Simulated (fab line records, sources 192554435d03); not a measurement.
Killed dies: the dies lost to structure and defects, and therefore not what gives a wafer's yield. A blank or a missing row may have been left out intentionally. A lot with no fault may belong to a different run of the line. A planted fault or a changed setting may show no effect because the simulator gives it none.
Matching of chambers :: flow n5_finfet :: N5_BEOL_M2_ETCH_69 on rie_diel-02 has 4 sister chambers
The step etches SiARC in CF4, target depth 15.6 nm, time 26 s. 4 wafers are shown with their chamber, then 12 later ones without.

## WAFERS, EACH WITH ITS CHAMBER
wafer: L085.2
chamber: 2
showerhead_plenum_p_Torr (Torr): 2.03

wafer: L086.4
chamber: 3
showerhead_plenum_p_Torr (Torr): 2.21

wafer: L089.1
chamber: 1
showerhead_plenum_p_Torr (Torr): 2.06

wafer: L089.4
chamber: 0
showerhead_plenum_p_Torr (Torr): 2.14

## WAFERS WHOSE CHAMBER IS MISSING
wafer: L090.2
showerhead_plenum_p_Torr (Torr): 2.14

wafer: L090.3
showerhead_plenum_p_Torr (Torr): 2.02

wafer: L090.4
showerhead_plenum_p_Torr (Torr): 2.14

wafer: L088.1
showerhead_plenum_p_Torr (Torr): 2.06

wafer: L088.2
showerhead_plenum_p_Torr (Torr): 2.14

wafer: L088.5
showerhead_plenum_p_Torr (Torr): 2.02

wafer: L097.1
showerhead_plenum_p_Torr (Torr): 2.20

wafer: L097.2
showerhead_plenum_p_Torr (Torr): 2.06

wafer: L097.3
showerhead_plenum_p_Torr (Torr): 2.13

wafer: L096.1
showerhead_plenum_p_Torr (Torr): 2.20

wafer: L096.3
showerhead_plenum_p_Torr (Torr): 2.06

wafer: L096.5
showerhead_plenum_p_Torr (Torr): 2.13

## WHICH CHAMBER EACH ONE RAN IN
wafer: L090.2
from the rows above: 0
in truth: 0

wafer: L090.3
from the rows above: 2
in truth: 2

wafer: L090.4
from the rows above: 0
in truth: 0

wafer: L088.1
from the rows above: 1
in truth: 1

wafer: L088.2
from the rows above: 0
in truth: 0

wafer: L088.5
from the rows above: 2
in truth: 2

wafer: L097.1
from the rows above: 3
in truth: 3

wafer: L097.2
from the rows above: 1
in truth: 1

wafer: L097.3
from the rows above: 0
in truth: 0

wafer: L096.1
from the rows above: 3
in truth: 3

wafer: L096.3
from the rows above: 1
in truth: 1

wafer: L096.5
from the rows above: 0
in truth: 0
Placed correctly: 12 of 12. From these rows, 0 cannot be placed. Placed wrongly: 0.
How it was worked out, from the rows above alone: a wafer's distance from a chamber is the root of the sum, over the readings, of the square of ((its reading less the chamber's mean) divided by the reading's scatter). The wafer belongs to the nearest chamber; if the next one is less than 2 further off, it can't be placed. Each chamber's mean is taken over the wafers shown for it. The scatter: root of mean squared gap, hidden wafer to nearest shown wafer, with one shown wafer a chamber.
